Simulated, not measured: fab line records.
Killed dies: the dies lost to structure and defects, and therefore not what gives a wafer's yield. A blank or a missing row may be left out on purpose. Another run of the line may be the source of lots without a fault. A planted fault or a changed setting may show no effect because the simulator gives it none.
Matching of chambers    flow nand-harc    pecvd-04 running NHARC_A_M0_PRE_CLEAN_31: 3 sister chambers
The step time 12 s. 20 wafers are shown with their chamber, then 10 later ones without.

## EACH WAFER AND ITS CHAMBER
wafer   chamber  heater-power-w (W)
L076.2  1        621
L076.3  0        640
L076.6  0        621
L075.2  1        542
L075.4  1        551
L075.6  0        624
L077.4  1        533
L077.5  0        664
L077.6  2        750
L078.3  0        701
L078.4  2        786
L078.6  0        678
L084.1  1        615
L084.3  0        672
L084.6  0        655
L082.2  2        740
L082.4  1        602
L082.5  0        680
L088.2  1        590
L088.4  1        585

SIGNATURES (means of the wafers above)
reading         chamber 0  chamber 1  chamber 2  scatter within a chamber
heater-power-w  659.44     579.88     758.67     29.7
Rule: a wafer lies at a distance from a chamber equal to the root of the sum of squares, over the readings, of (its reading less the chamber's mean, divided by the reading's scatter). The wafer belongs to the nearest chamber; if the next one is less than 2 further off, it can't be placed. The scatter: take each reading less its chamber's mean, square it, sum over the shown wafers, divide by the number of wafers less the number of chambers, and take the root.

## WAFERS WITHOUT THEIR CHAMBER
wafer   heater-power-w (W)
L088.5  652
L090.1  658
L090.3  587
L090.4  655
L094.2  585
L094.4  568
L094.6  587
L095.2  571
L095.4  542
L095.5  695

## WHICH CHAMBER EACH WENT THROUGH
wafer    from the rows above       in truth
L088.5   0                         0
L090.1   0                         0
L090.3   1                         1
L090.4   0                         0
L094.2   1                         1
L094.4   1                         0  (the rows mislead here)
L094.6   1                         1
L095.2   1                         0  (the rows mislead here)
L095.4   1                         1
L095.5   can't be placed: 0 or 2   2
7 of 10 placed correctly. These rows do not allow placing 1 (true chamber among the candidates in 1). Placed wrongly: 2.
